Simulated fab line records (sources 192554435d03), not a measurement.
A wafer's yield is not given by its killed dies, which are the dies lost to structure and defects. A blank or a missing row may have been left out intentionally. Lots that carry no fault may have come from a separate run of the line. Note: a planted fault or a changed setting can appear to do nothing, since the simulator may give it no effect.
fab line records -- flow n5_finfet
record lots=10, wafers=30, last_day=16
route steps=1938 shown BEOL_M9@1419 PASSIVATION@1936
lots that met no fault: taken from a fault-free run of the same line
start_h: hours from the record's opening day to when the first of the lot's shown wafers began -- wait_h: time in hours since the lot's previous step -- " unchanged from the row above -- L1.1+2: several wafers, shown together as one row -- - value missing, or start not given -- * or withheld: withheld -- < > ~ a bound
route shown NAME@n: a module of which the file shows steps, and the number in the route of the first -- usual: mean/standard deviation of fault-free wafers -- same: alike in all rows -- chamber/n: place in a boat -- sites: each site's reading -- _std_site: their standard deviation -- _edge_site: the outer-site mean with the inner-site mean subtracted -- radius_mm: how far each site lies from the wafer's centre -- mask NAME#n: copy n -- behind: tool/chamber where the wafer was last shaped -- hold: what put the lot on hold/how long, in hours/how the hold closed -- device: names the non-switching transistor (n, p or np) -- end of line: tests of these same wafers at the route's end -- a step with no rows: only its recipe -- killed: not the wafer's yield, but the dies lost to structure and defects at the first sort -- map: the dies of a wafer, with x for killed, . for not killed, _ for no die there
set.NAME: the setting the step ran with; set.NAME@STEP: the setting that earlier step ran with -- model.NAME: the simulator's own value behind a step, which no gauge read
route steps across a sampled set of lots; one table per step, one row per wafer
services: when a tool's chamber went out of use (start_h, in hours from the record's first day, below 0 if earlier), for how many hours, and the reason
## steps
# step N5_BEOL_M9_ETCH_62
# recipe chemistry=N2/H2, target=SOC, target_depth_a=1100, overetch_a=220, mask_material=SiARC, temp_c=40, time_s=165, ion_energy_ev=200, pressure_mtorr=30, source_w=840, bias_w=150, n2_flow_sccm=200, h2_flow_sccm=200
# usual bias_w=150.0/0.44, chamber_pressure_mTorr=29.993/0.029, drypump_motor_current_A=5.7/0.32, oes_product_au=0.63/0.057, rf_vpp_V=523.6/2.5, showerhead_plenum_p_Torr=2.53/0.088, throttle_valve_pct=17.96/0.2
lot.wafer,tool,chamber,start_h,wait_h,bias_w,chamber_pressure_mTorr,drypump_motor_current_A,oes_product_au,rf_hours_counter_h,rf_vpp_V,showerhead_plenum_p_Torr,throttle_valve_pct
L159.2,rie_diel-03,3,219.02,0.0,149.9,29.941,5.2,0.62,190,523.9,2.53,18.04
L159.5,rie_diel-03,1,219.02,0.0,149.7,30.029,6.2,0.60,-,520.8,2.42,18.07
L159.6,rie_diel-03,3,219.02,0.0,149.3,30.007,5.3,0.62,-,524.9,2.53,18.03
L161.2,rie_diel-03,1,226.68,0.0,150.5,29.984,6.2,0.59,206,521.0,2.42,18.05
L161.4,rie_diel-03,0,226.68,0.0,149.3,29.981,5.4,0.59,-,522.7,2.52,18.14
L161.6,rie_diel-03,1,226.68,0.0,149.9,29.948,6.2,0.59,-,520.0,2.42,18.06
L162.1,rie_diel-03,0,233.95,0.0,149.5,30.014,5.4,0.60,215,523.0,2.52,18.14
L162.2,rie_diel-03,1,233.95,0.0,150.0,29.986,6.2,0.58,208,520.7,2.42,18.07
L162.4,rie_diel-03,1,233.95,0.0,149.6,30.019,6.2,0.59,-,520.4,2.42,18.07
L163.2,rie_diel-05,1,235.87,0.0,150.6,29.988,5.7,0.61,181,523.6,2.52,17.53
L163.3,rie_diel-05,0,235.87,0.0,150.2,29.966,5.9,0.63,165,519.6,2.43,17.95
L163.6,rie_diel-05,3,235.87,0.0,149.9,29.980,6.1,0.73,-,527.2,2.70,17.97
L165.2,rie_diel-06,2,248.48,0.0,150.1,29.962,5.5,0.58,229,521.8,2.52,17.91
L165.3,rie_diel-06,3,248.48,0.0,150.1,30.019,5.8,0.73,57,524.9,2.58,18.00
L165.6,rie_diel-06,1,248.48,0.0,149.6,30.018,6.0,0.61,-,527.2,2.64,18.00
L168.1,rie_diel-05,0,281.53,0.0,150.5,29.979,5.8,0.62,179,520.7,2.42,17.98
L168.4,rie_diel-05,1,281.53,0.0,150.6,29.971,5.8,0.60,-,523.8,2.51,17.57
L168.5,rie_diel-05,3,281.53,0.0,150.9,29.966,6.2,0.72,-,527.1,2.69,17.98
L170.4,rie_diel-06,0,281.73,0.0,150.1,29.947,5.8,0.60,180,523.0,2.51,18.05
L170.5,rie_diel-06,0,281.73,0.0,150.2,29.963,5.8,0.60,-,524.8,2.51,18.05
L170.6,rie_diel-06,3,281.73,0.0,149.8,29.977,5.8,0.72,-,524.0,2.58,18.03
L171.2,rie_diel-05,1,286.86,0.0,150.1,29.984,5.7,0.60,196,523.4,2.51,17.56
L171.4,rie_diel-05,0,286.86,0.0,150.7,29.988,5.9,0.61,181,520.3,2.42,17.99
L171.6,rie_diel-05,1,286.86,0.0,150.2,29.952,5.7,0.60,-,523.6,2.51,17.57
L173.4,rie_diel-03,0,304.43,0.0,148.8,30.004,5.4,0.59,240,521.3,2.51,18.18
L173.5,rie_diel-03,1,304.43,0.0,150.4,30.003,6.2,0.58,-,521.9,2.41,18.13
L173.6,rie_diel-03,0,304.43,0.0,148.9,30.055,5.4,0.58,-,522.5,2.51,18.18
L176.1,rie_diel-06,3,316.60,0.0,149.8,29.974,5.8,0.71,79,525.2,2.58,18.04
L176.3,rie_diel-06,1,316.60,0.0,149.2,30.038,5.9,0.61,213,525.4,2.63,18.03
L176.4,rie_diel-06,1,316.60,0.0,149.2,29.988,5.9,0.61,-,525.8,2.63,18.03
# step N5_BEOL_M9_OVL_MEAS_29
# recipe points_per_wafer=522
# usual V8_OVL=-0.2/0.69
lot.wafer,tool,chamber,start_h,wait_h,V8_OVL[nm]
L159.2,overlay-02,0,219.87,0.0,0.8
L159.5,overlay-02,0,219.87,0.0,-0.6
L159.6,overlay-02,0,219.87,0.0,-0.2
L161.2,overlay-02,0,228.46,0.0,-0.3
L161.4,overlay-02,0,228.46,0.0,0.2
L161.6,overlay-02,0,228.46,0.0,0.3
L162.1,overlay-02,0,234.65,0.0,-0.9
L162.2,overlay-02,0,234.65,0.0,-0.6
L162.4,overlay-02,0,234.65,0.0,-0.2
L163.2,overlay-02,0,237.29,0.0,-0.3
L163.3,overlay-02,0,237.29,0.0,-0.3
L163.6,overlay-02,0,237.29,0.0,-0.2
L165.2,overlay-02,0,250.79,0.0,-1.6
L165.3,overlay-02,0,250.79,0.0,-1.3
L165.6,overlay-02,0,250.79,0.0,-0.8
L168.1,overlay-01,0,282.39,0.0,-0.1
L168.4,overlay-01,0,282.39,0.0,-0.7
L168.5,overlay-01,0,282.39,0.0,-0.5
L170.4,overlay-02,0,283.42,0.0,-0.7
L170.5,overlay-02,0,283.42,0.0,0.0
L170.6,overlay-02,0,283.42,0.0,-0.3
L171.2,overlay-02,0,289.29,0.0,-1.3
L171.4,overlay-02,0,289.29,0.0,-1.0
L171.6,overlay-02,0,289.29,0.0,-0.8
L173.4,overlay-02,0,307.51,0.0,-0.4
L173.5,overlay-02,0,307.51,0.0,-0.4
L173.6,overlay-02,0,307.51,0.0,0.0
L176.1,overlay-02,0,317.76,0.0,-0.1
L176.3,overlay-02,0,317.76,0.0,1.4
L176.4,overlay-02,0,317.76,0.0,0.5
# step N5_BEOL_M9_ETCH_66
# recipe chemistry=N2/H2, target=SOC, target_depth_a=800, overetch_a=160, mask_material=SiARC, temp_c=40, time_s=120, ion_energy_ev=200, pressure_mtorr=30, source_w=840, bias_w=150, n2_flow_sccm=200, h2_flow_sccm=200
# usual bias_w=150.1/0.43, chamber_pressure_mTorr=30.00/0.031, drypump_motor_current_A=5.7/0.3, oes_product_au=0.57/0.051, rf_vpp_V=523.6/2.4, showerhead_plenum_p_Torr=2.54/0.085, throttle_valve_pct=17.95/0.19
lot.wafer,tool,chamber,start_h,wait_h,bias_w,chamber_pressure_mTorr,drypump_motor_current_A,oes_product_au,rf_hours_counter_h,rf_vpp_V,showerhead_plenum_p_Torr,throttle_valve_pct
L159.2,rie_diel-06,0,220.04,0.0,149.9,30.00,5.8,0.56,163,524.4,2.52,17.99
L159.5,rie_diel-06,1,220.04,0.0,149.9,30.04,5.9,0.56,-,526.2,2.64,17.97
L159.6,rie_diel-06,0,220.04,0.0,149.7,30.03,5.8,0.56,-,523.3,2.52,18.02
L161.2,rie_diel-06,2,228.71,0.0,150.5,29.97,5.5,0.53,223,523.8,2.52,17.92
L161.4,rie_diel-06,3,228.71,0.0,150.9,29.99,5.8,0.66,52,524.2,2.59,17.99
L161.6,rie_diel-06,1,228.71,0.0,150.6,30.00,5.9,0.56,-,527.2,2.64,17.97
L162.1,rie_diel-03,0,234.99,0.0,149.9,29.98,5.4,0.54,216,522.7,2.52,18.13
L162.2,rie_diel-03,3,234.99,0.0,150.6,30.03,5.2,0.55,196,522.4,2.53,18.02
L162.4,rie_diel-03,0,234.99,0.0,149.5,30.02,5.4,0.54,-,523.7,2.52,18.14
L163.2,rie_diel-06,2,237.51,0.0,150.0,30.03,5.5,0.52,226,523.1,2.52,17.91
L163.3,rie_diel-06,3,237.51,0.0,150.0,30.04,5.8,0.66,54,523.6,2.59,18.01
L163.6,rie_diel-06,3,237.51,0.0,150.1,29.98,5.8,0.66,-,524.9,2.59,18.01
L165.2,rie_diel-03,0,252.20,0.0,150.0,30.02,5.4,0.53,223,525.2,2.52,18.16
L165.3,rie_diel-03,3,252.20,0.0,150.6,30.00,5.3,0.55,204,522.0,2.52,18.04
L165.6,rie_diel-03,1,252.20,0.0,150.0,29.97,6.2,0.54,-,520.7,2.42,18.09
L168.1,rie_diel-05,3,282.71,0.0,150.7,30.04,6.2,0.64,47,529.1,2.69,17.97
L168.4,rie_diel-05,2,282.71,0.0,150.0,29.98,5.6,0.63,74,524.7,2.57,17.68
L168.5,rie_diel-05,2,282.71,0.0,149.6,29.98,5.6,0.63,-,524.5,2.57,17.65
L170.4,rie_diel-05,3,283.58,0.0,150.5,30.04,6.1,0.64,47,529.3,2.69,17.99
L170.5,rie_diel-05,0,283.58,0.0,151.2,30.00,5.9,0.56,-,520.6,2.42,17.97
L170.6,rie_diel-05,3,283.58,0.0,150.2,30.05,6.1,0.65,-,527.5,2.69,17.99
L171.2,rie_diel-03,1,289.46,0.0,177.6,29.95,6.2,0.52,228,579.0,2.41,18.11
L171.4,rie_diel-03,2,289.46,0.0,177.7,29.92,5.5,0.66,29,587.6,2.71,17.63
L171.6,rie_diel-03,0,289.46,0.0,177.5,30.02,5.4,0.53,-,581.9,2.51,18.19
L173.4,rie_diel-03,0,307.67,0.0,178.2,29.97,5.4,0.52,241,582.4,2.51,18.18
L173.5,rie_diel-03,0,307.67,0.0,177.9,30.01,5.4,0.53,-,581.1,2.51,18.17
L173.6,rie_diel-03,3,307.67,0.0,178.3,30.02,5.2,0.54,-,582.7,2.52,18.08
L176.1,rie_diel-05,1,317.97,0.0,150.0,29.96,5.7,0.54,207,523.5,2.50,17.58
L176.3,rie_diel-05,0,317.97,0.0,150.7,29.99,5.8,0.55,-,520.4,2.42,17.98
L176.4,rie_diel-05,1,317.97,0.0,149.7,29.95,5.8,0.54,-,522.3,2.51,17.57
# step N5_BEOL_M9_STRIP_80
# recipe chemistry=N2/H2, time_s=10, power_w=450, temp_c=40, pressure_mtorr=20, rf_frequency_hz=6e+07, bias_power_w=7, n2_flow_sccm=200, h2_flow_sccm=200
# usual chamber_pressure_mTorr=20.001/0.018, drypump_motor_current_A=5.7/0.3, oes_product_au=0.74/0.07, rf_vpp_V=59.1/0.74, showerhead_plenum_p_Torr=2.53/0.085, throttle_valve_pct=23.83/0.26
lot.wafer,tool,chamber,start_h,wait_h,chamber_pressure_mTorr,drypump_motor_current_A,oes_product_au,rf_hours_counter_h,rf_vpp_V,showerhead_plenum_p_Torr,throttle_valve_pct
L159.2,rie_diel-06,0,-,-,20.016,5.8,0.72,163,59.1,2.51,23.92
L159.5,rie_diel-06,1,-,-,19.975,5.9,0.71,-,58.6,2.64,23.75
L159.6,rie_diel-06,0,-,-,19.988,5.8,0.72,-,59.4,2.51,23.93
L161.2,rie_diel-06,2,-,-,19.997,5.5,0.69,223,59.6,2.52,23.85
L161.4,rie_diel-06,3,-,-,19.992,5.8,0.88,52,59.6,2.58,23.95
L161.6,rie_diel-06,1,-,-,19.964,5.9,0.72,-,58.8,2.64,23.77
L162.1,rie_diel-03,0,-,-,19.983,5.4,0.70,216,59.8,2.52,24.12
L162.2,rie_diel-03,3,-,-,20.006,5.3,0.74,196,59.3,2.52,24.05
L162.4,rie_diel-03,0,-,-,20.005,5.4,0.70,-,59.4,2.52,24.13
L163.2,rie_diel-06,2,-,-,20.015,5.5,0.69,226,58.8,2.52,23.86
L163.3,rie_diel-06,3,-,-,19.976,5.8,0.87,55,59.3,2.58,23.94
L163.6,rie_diel-06,3,-,-,20.000,5.8,0.88,-,59.8,2.58,23.94
L165.2,rie_diel-03,0,-,-,20.019,5.4,0.69,223,60.1,2.51,24.14
L165.3,rie_diel-03,3,-,-,20.007,5.3,0.73,204,58.9,2.52,24.07
L165.6,rie_diel-03,1,-,-,20.013,6.2,0.68,-,58.8,2.41,23.91
L168.1,rie_diel-05,3,-,-,20.019,6.2,0.85,47,59.5,2.69,23.94
L168.4,rie_diel-05,2,-,-,20.018,5.6,0.83,74,59.9,2.57,23.50
L168.5,rie_diel-05,2,-,-,19.996,5.6,0.84,-,59.9,2.57,23.47
L170.4,rie_diel-05,3,-,-,20.009,6.1,0.86,47,58.9,2.69,23.92
L170.5,rie_diel-05,0,-,-,19.989,5.8,0.73,-,58.5,2.42,23.63
L170.6,rie_diel-05,3,-,-,20.038,6.2,0.85,-,59.4,2.69,23.94
L171.2,rie_diel-03,1,-,-,20.000,6.2,0.68,228,58.4,2.41,23.92
L171.4,rie_diel-03,2,-,-,19.982,5.5,0.86,29,61.5,2.70,23.42
L171.6,rie_diel-03,0,-,-,20.008,5.4,0.68,-,60.1,2.51,24.15
L173.4,rie_diel-03,0,-,-,20.017,5.4,0.69,241,56.6,2.51,24.17
L173.5,rie_diel-03,0,-,-,19.995,5.4,0.68,-,59.6,2.51,24.16
L173.6,rie_diel-03,3,-,-,19.988,5.3,0.72,-,58.6,2.51,24.07
L176.1,rie_diel-05,1,-,-,20.017,5.8,0.70,207,59.9,2.50,23.34
L176.3,rie_diel-05,0,-,-,19.994,5.8,0.73,-,58.0,2.41,23.63
L176.4,rie_diel-05,1,-,-,19.995,5.8,0.71,-,59.6,2.50,23.33
# step N5_PASSIVATION_PROBE_49
# usual defect_limited_yield=91.1/1.4, killed_at_M0_to_M3=33/9.1, killed_at_M4_up=14/5.6, killed_at_contacts=13/5.7, killed_at_front_end=42/12, killed_at_other=4/3, killed_dies=105/16, killed_open=69/11, killed_short=34/7.5, sort_bin_4_leakage=0.00/0.0072, sort_bin_5_function=5.2/0.91, sort_bin_6_memory=3.3/0.64, sort_bin_8_speed=0.0/0.37, sort_n_pass=1075/16, sort_yield_pct=91.1/1.4
# same gross_dies=1180, killed_at_back_side=0
lot.wafer,tool,chamber,start_h,wait_h,defect_limited_yield[%],killed_at_M0_to_M3,killed_at_M4_up,killed_at_contacts,killed_at_front_end,killed_at_other,killed_dies,killed_open,killed_short,sort_bin_4_leakage[%],sort_bin_5_function[%],sort_bin_6_memory[%],sort_bin_8_speed[%],sort_n_pass,sort_yield_pct[%]
L159.2,prober-02,-,281.85,0.1,90.8,31,15,31,26,5,108,73,33,0,5.6,3.5,0,1072,90.8
L159.5,prober-02,-,282.00,0.2,92.6,26,21,11,24,5,87,59,23,0,4.3,3.0,0,1093,92.6
L159.6,prober-02,-,282.05,0.3,92.0,25,24,11,29,5,94,64,30,0,4.8,2.9,0,1086,92.0
L161.2,prober-01,-,283.81,0.1,91.3,18,13,19,51,2,103,61,42,0,4.9,3.3,0,1077,91.3
L161.4,prober-01,-,283.91,0.2,91.7,31,13,14,33,7,98,54,40,0,5.1,2.9,0,1082,91.7
L161.6,prober-01,-,284.01,0.3,91.9,35,10,15,34,1,95,61,32,0,5.4,2.3,0,1085,91.9
L162.1,prober-01,-,296.94,0.0,90.0,31,14,31,33,9,118,75,43,0,5.8,3.9,0,1062,90.0
L162.2,prober-01,-,296.99,0.1,91.4,34,19,13,31,4,101,66,34,0,4.9,3.4,0,1079,91.4
L162.4,prober-01,-,297.09,0.2,90.5,53,12,9,31,7,112,69,42,0,5.0,4.2,0,1068,90.5
L163.2,prober-01,-,300.77,0.5,89.4,39,8,9,65,4,125,75,48,0,6.3,4.2,0,1055,89.4
L163.3,prober-01,-,300.82,0.5,89.3,37,13,16,52,8,126,76,47,0,6.4,3.9,0,1054,89.3
L163.6,prober-01,-,300.97,0.7,89.5,32,17,15,54,6,124,82,39,0,6.2,3.9,0,1056,89.5
L165.2,prober-02,-,309.78,0.1,92.3,36,10,15,28,2,91,65,26,0,4.6,3.1,0,1089,92.3
L165.3,prober-02,-,309.83,0.1,89.5,41,13,16,53,1,124,72,51,0,5.8,4.0,0,1056,89.5
L165.6,prober-02,-,309.98,0.3,91.0,45,3,13,41,4,106,63,42,0,5.2,3.1,0,1074,91.0
L168.1,prober-01,-,340.73,0.0,90.8,24,21,9,53,2,109,80,28,0,4.7,4.2,0,1071,90.8
L168.4,prober-01,-,340.88,0.2,92.4,17,12,16,44,1,90,65,22,0,4.0,3.3,0,1090,92.4
L168.5,prober-01,-,340.93,0.2,91.0,26,12,10,54,4,106,72,32,0,4.9,3.8,0,1074,91.0
L170.4,prober-02,-,341.60,0.2,90.7,28,14,14,51,3,110,71,39,0,5.4,3.6,0,1070,90.7
L170.5,prober-02,-,341.65,0.2,93.1,26,8,10,35,3,82,51,31,0.08,4.3,2.5,0,1097,93.0
L170.6,prober-02,-,341.70,0.3,92.1,30,11,7,45,0,93,61,25,0,4.2,2.8,0,1087,92.1
L171.2,prober-01,-,344.75,0.1,88.7,27,8,24,67,7,133,87,45,0,6.7,4.1,0.1,1046,88.6
L171.4,prober-01,-,344.85,0.2,90.2,31,7,32,44,2,116,90,25,0,6.0,3.6,0,1064,90.2
L171.6,prober-01,-,344.95,0.3,88.7,24,17,28,62,2,133,95,37,0,7.1,3.8,0,1047,88.7
L173.4,prober-02,-,362.59,0.2,91.2,27,8,11,56,2,104,64,40,0,4.7,3.7,0,1076,91.2
L173.5,prober-02,-,362.64,0.2,89.4,36,26,11,47,5,125,81,44,0,6.3,3.4,0,1055,89.4
L173.6,prober-02,-,362.69,0.3,89.2,49,16,18,40,5,128,90,38,0,6.6,4.0,0,1052,89.2
L176.1,prober-02,-,378.85,0.0,90.4,33,6,10,62,2,113,83,26,0,5.8,3.6,0,1067,90.4
L176.3,prober-02,-,378.95,0.1,89.7,53,11,17,38,3,122,91,27,0,6.2,4.0,0,1058,89.7
L176.4,prober-02,-,379.00,0.2,90.8,48,9,7,44,0,108,74,33,0,5.8,3.3,0,1072,90.8
# killed by level:class
L159.2 MOL_CONTACT_COAG:geometric_particle:open=23 BEOL_M3:geometric_particle:open=8 MOL_CONTACT_COAG:geometric_particle:short=7 BEOL_M2:geometric_particle:open=6 BEOL_M5:geometric_particle:open=6 GATE_CUT:geometric_particle:short=5 BEOL_M0_SAQP:geometric_particle:open=5 BEOL_M4:geometric_particle:open=4
L159.5 BEOL_M4:geometric_particle:open=11 MOL_CONTACT_COAG:geometric_particle:open=10 BEOL_M3:geometric_particle:open=10 FIN_SAQP:geometric_particle:short=5 FIN_SAQP:geometric_particle:open=4 GATE_CUT:geometric_particle:short=4 BEOL_M1:geometric_particle:open=4 BEOL_M3:geometric_particle:short=3
L159.6 BEOL_M3:geometric_particle:open=14 MOL_CONTACT_COAG:geometric_particle:open=10 FIN_SAQP:geometric_particle:short=5 GATE_CUT:geometric_particle:short=5 BEOL_M2:geometric_particle:open=5 BEOL_M4:geometric_particle:short=5 STARTING-WAFER:geometric_particle:open=5 FIN_SAQP:geometric_particle:open=4
L161.2 MOL_CONTACT_COAG:geometric_particle:open=15 FIN_SAQP:geometric_particle:short=12 BEOL_M0_SAQP:geometric_particle:short=9 DUMMY_GATE:geometric_particle:open=8 FIN_SAQP:geometric_particle:open=6 GATE_CUT:geometric_particle:short=6 ILD0:geometric_particle:open=5 MOL_CONTACT_COAG:geometric_particle:short=4
L161.4 FIN_SAQP:geometric_particle:short=12 BEOL_M0_SAQP:geometric_particle:short=11 MOL_CONTACT_COAG:geometric_particle:open=11 FIN_SAQP:geometric_particle:open=8 BEOL_M1:geometric_particle:open=7 BEOL_M0_SAQP:geometric_particle:open=6 GATE_CUT:geometric_particle:open=3 MOL_CONTACT_COAG:geometric_particle:short=3
L161.6 GATE_CUT:geometric_particle:open=8 MOL_CONTACT_COAG:geometric_particle:open=8 BEOL_M0_SAQP:geometric_particle:short=8 FIN_SAQP:geometric_particle:open=7 BEOL_M2:geometric_particle:open=7 BEOL_M3:geometric_particle:open=7 GATE_CUT:geometric_particle:short=6 MOL_CONTACT_COAG:geometric_particle:short=6
L162.1 MOL_CONTACT_COAG:geometric_particle:open=27 BEOL_M0_SAQP:geometric_particle:short=13 BEOL_M4:geometric_particle:open=6 DUMMY_GATE:geometric_particle:open=5 BEOL_M2:geometric_particle:open=5 FIN_SAQP:geometric_particle:short=4 GATE_CUT:geometric_particle:open=4 MOL_CONTACT_COAG:geometric_particle:short=4
L162.2 BEOL_M4:geometric_particle:open=10 MOL_CONTACT_COAG:geometric_particle:open=9 BEOL_M3:geometric_particle:open=8 BEOL_M0_SAQP:geometric_particle:open=7 BEOL_M0_SAQP:geometric_particle:short=6 DUMMY_GATE:geometric_particle:open=5 MOL_CONTACT_COAG:geometric_particle:short=4 BEOL_M2:geometric_particle:open=4
L162.4 BEOL_M0_SAQP:geometric_particle:short=12 BEOL_M1:geometric_particle:open=10 BEOL_M2:geometric_particle:open=8 BEOL_M3:geometric_particle:open=8 FIN_SAQP:geometric_particle:short=7 MOL_CONTACT_COAG:geometric_particle:open=7 BEOL_M0_SAQP:geometric_particle:open=7 GATE_CUT:geometric_particle:short=6
L163.2 FIN_SAQP:geometric_particle:short=20 FIN_SAQP:geometric_particle:open=20 STI_FIN_REVEAL:geometric_particle:open=14 BEOL_M0_SAQP:geometric_particle:short=13 BEOL_M0_SAQP:geometric_particle:open=10 MOL_CONTACT_COAG:geometric_particle:open=6 BEOL_M0:geometric_particle:open=4 BEOL_M1:geometric_particle:open=4
L163.3 FIN_SAQP:geometric_particle:short=18 MOL_CONTACT_COAG:geometric_particle:open=13 FIN_SAQP:geometric_particle:open=10 BEOL_M0_SAQP:geometric_particle:open=10 DUMMY_GATE:geometric_particle:open=9 BEOL_M0_SAQP:geometric_particle:short=9 BEOL_M1:geometric_particle:open=8 STI_FIN_REVEAL:geometric_particle:open=4
L163.6 FIN_SAQP:geometric_particle:short=15 FIN_SAQP:geometric_particle:open=13 MOL_CONTACT_COAG:geometric_particle:open=12 BEOL_M0_SAQP:geometric_particle:open=10 DUMMY_GATE:geometric_particle:open=8 BEOL_M0_SAQP:geometric_particle:short=7 BEOL_M2:geometric_particle:open=7 BEOL_M5:geometric_particle:open=6
L165.2 MOL_CONTACT_COAG:geometric_particle:open=11 FIN_SAQP:geometric_particle:open=8 BEOL_M2:geometric_particle:open=7 STI_FIN_REVEAL:geometric_particle:open=6 BEOL_M1:geometric_particle:open=6 BEOL_M0_SAQP:geometric_particle:short=6 BEOL_M0_SAQP:geometric_particle:open=5 BEOL_M3:geometric_particle:open=5
L165.3 STI_FIN_REVEAL:geometric_particle:open=10 FIN_SAQP:geometric_particle:short=9 BEOL_M1:geometric_particle:open=9 MOL_CONTACT_COAG:geometric_particle:open=9 FIN_SAQP:geometric_particle:open=7 MOL_CONTACT_COAG:geometric_particle:short=7 DUMMY_GATE:geometric_particle:open=6 BEOL_M1:geometric_particle:short=6
L165.6 FIN_SAQP:geometric_particle:short=13 FIN_SAQP:geometric_particle:open=11 BEOL_M1:geometric_particle:open=11 BEOL_M0_SAQP:geometric_particle:short=10 BEOL_M3:geometric_particle:open=10 MOL_CONTACT_COAG:geometric_particle:open=9 BEOL_M0_SAQP:geometric_particle:open=4 BEOL_M2:geometric_particle:short=4
L168.1 FIN_SAQP:geometric_particle:open=15 BEOL_M4:geometric_particle:open=11 BEOL_M3:geometric_particle:open=10 STI_FIN_REVEAL:geometric_particle:open=9 GATE_CUT:geometric_particle:open=7 MOL_CONTACT_COAG:geometric_particle:open=7 FIN_SAQP:geometric_particle:short=5 DUMMY_GATE:geometric_particle:open=5
L168.4 MOL_CONTACT_COAG:geometric_particle:open=13 FIN_SAQP:geometric_particle:open=12 STI_FIN_REVEAL:geometric_particle:open=12 BEOL_M3:geometric_particle:open=5 FIN_SAQP:geometric_particle:short=4 BEOL_M1:geometric_particle:open=4 BEOL_M1:geometric_particle:short=4 STI_FIN_REVEAL:geometric_particle:short=3
L168.5 STI_FIN_REVEAL:geometric_particle:open=15 FIN_SAQP:geometric_particle:short=9 MOL_CONTACT_COAG:geometric_particle:open=9 BEOL_M3:geometric_particle:open=8 FIN_SAQP:geometric_particle:open=7 STI_FIN_REVEAL:geometric_particle:short=6 BEOL_M1:geometric_particle:open=6 BEOL_M4:geometric_particle:open=5
L170.4 MOL_CONTACT_COAG:geometric_particle:open=13 DUMMY_GATE:geometric_particle:open=9 FIN_SAQP:geometric_particle:short=8 STI_FIN_REVEAL:geometric_particle:open=6 BEOL_M0_SAQP:geometric_particle:short=6 BEOL_M1:geometric_particle:open=6 BEOL_M3:geometric_particle:open=6 FIN_SAQP:geometric_particle:open=5
L170.5 MOL_CONTACT_COAG:geometric_particle:open=8 DUMMY_GATE:geometric_particle:open=6 BEOL_M0_SAQP:geometric_particle:short=6 STI_FIN_REVEAL:geometric_particle:open=5 GATE_CUT:geometric_particle:short=5 BEOL_M0_SAQP:geometric_particle:open=5 BEOL_M2:geometric_particle:open=4 BEOL_M3:geometric_particle:open=4
L170.6 BEOL_M3:geometric_particle:open=12 GATE_CUT:geometric_particle:short=8 DUMMY_GATE:geometric_particle:open=6 MOL_CONTACT_COAG:geometric_particle:open=6 BEOL_M2:geometric_particle:open=6 HKMG_FIN:area_etch=6 FIN_SAQP:geometric_particle:open=5 FIN_SAQP:geometric_particle:short=5
L171.2 STI_FIN_REVEAL:geometric_particle:open=22 MOL_CONTACT_COAG:geometric_particle:open=17 FIN_SAQP:geometric_particle:open=15 BEOL_M3:geometric_particle:open=12 STI_FIN_REVEAL:geometric_particle:short=8 MOL_CONTACT_COAG:geometric_particle:short=7 FIN_SAQP:geometric_particle:short=6 GATE_CUT:geometric_particle:short=5
L171.4 MOL_CONTACT_COAG:geometric_particle:open=23 STI_FIN_REVEAL:geometric_particle:open=17 BEOL_M3:geometric_particle:open=15 FIN_SAQP:geometric_particle:open=10 MOL_CONTACT_COAG:geometric_particle:short=8 DUMMY_GATE:geometric_particle:open=5 BEOL_M0_SAQP:geometric_particle:short=5 BEOL_M4:geometric_particle:open=5
L171.6 STI_FIN_REVEAL:geometric_particle:open=23 MOL_CONTACT_COAG:geometric_particle:open=20 FIN_SAQP:geometric_particle:short=13 BEOL_M4:geometric_particle:open=10 FIN_SAQP:geometric_particle:open=9 MOL_CONTACT_COAG:geometric_particle:short=8 BEOL_M3:geometric_particle:open=7 BEOL_M0_SAQP:geometric_particle:open=7
L173.4 FIN_SAQP:geometric_particle:open=12 FIN_SAQP:geometric_particle:short=12 MOL_CONTACT_COAG:geometric_particle:open=9 DUMMY_GATE:geometric_particle:open=6 BEOL_M1:geometric_particle:open=6 STI_FIN_REVEAL:geometric_particle:open=5 BEOL_M0_SAQP:geometric_particle:open=4 STARTING-WAFER:geometric_particle:open=4
L173.5 BEOL_M4:geometric_particle:open=16 BEOL_M1:geometric_particle:open=9 MOL_CONTACT_COAG:geometric_particle:open=7 BEOL_M0_SAQP:geometric_particle:short=7 BEOL_M2:geometric_particle:open=7 FIN_SAQP:geometric_particle:short=6 BEOL_M3:geometric_particle:open=6 STI_FIN_REVEAL:geometric_particle:open=5
L173.6 BEOL_M2:geometric_particle:open=19 MOL_CONTACT_COAG:geometric_particle:open=14 BEOL_M4:geometric_particle:open=10 GATE_CUT:geometric_particle:short=8 BEOL_M0_SAQP:geometric_particle:open=8 BEOL_M3:geometric_particle:open=8 FIN_SAQP:geometric_particle:open=6 BEOL_M2:geometric_particle:short=6
L176.1 BEOL_M2:geometric_particle:open=20 FIN_SAQP:geometric_particle:open=18 FIN_SAQP:geometric_particle:short=10 MOL_CONTACT_COAG:geometric_particle:open=10 DUMMY_GATE:geometric_particle:open=9 STI_FIN_REVEAL:geometric_particle:open=5 GATE_CUT:geometric_particle:open=4 BEOL_M0_SAQP:geometric_particle:open=4
L176.3 BEOL_M2:geometric_particle:open=20 BEOL_M3:geometric_particle:open=19 FIN_SAQP:geometric_particle:open=16 MOL_CONTACT_COAG:geometric_particle:open=13 FIN_SAQP:geometric_particle:short=8 MOL_CONTACT_COAG:geometric_particle:short=4 BEOL_M3:geometric_particle:short=4 BEOL_M4:geometric_particle:open=4
L176.4 BEOL_M2:geometric_particle:open=21 FIN_SAQP:geometric_particle:open=11 FIN_SAQP:geometric_particle:short=8 BEOL_M3:geometric_particle:open=8 BEOL_M0_SAQP:geometric_particle:short=6 STI_FIN_REVEAL:geometric_particle:open=6 BEOL_M2:geometric_particle:short=6 DUMMY_GATE:geometric_particle:open=5
## services
tool,chamber,start_h,hours,kind
rie_diel-03,2,214.25,38.8,repair
rie_diel-06,0,270.40,9.1,repair
rie_diel-05,2,270.47,12.0,repair
rie_diel-05,3,312.55,6.6,repair
rie_diel-06,2,316.25,-,clean
rie_diel-06,2,316.25,-,consumable_replace:focus_ring
rie_diel-06,2,316.25,14.1,scheduled_down
rie_diel-06,2,316.25,14.1,vent_cycle
rie_diel-05,2,317.23,1.2,repair
## key
first_sign step=N5_BEOL_M9_ETCH_66, reading=bias_w, direction=up, sigmas=65, usual=*, struck=*
effect step=N5_BEOL_M9_ETCH_66, reading=rf_vpp_V, direction=up, sigmas=25, usual=523.6, struck=582.4
met_at N5_BEOL_M9_ETCH_66
struck_lots L171,L173
not_acting_at N5_BEOL_M9_ETCH_62,N5_BEOL_M9_OVL_MEAS_29,N5_BEOL_M9_STRIP_80
onset_between 252.20 289.46
fault kind=process_parameter_drift, tool=rie_diel-03, chamber=-, onset_h=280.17, steps=N5_BEOL_M9_ETCH_66, channel=bias_w, offset=*, shape=step, end_h=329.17, acts_in=*, stated=*
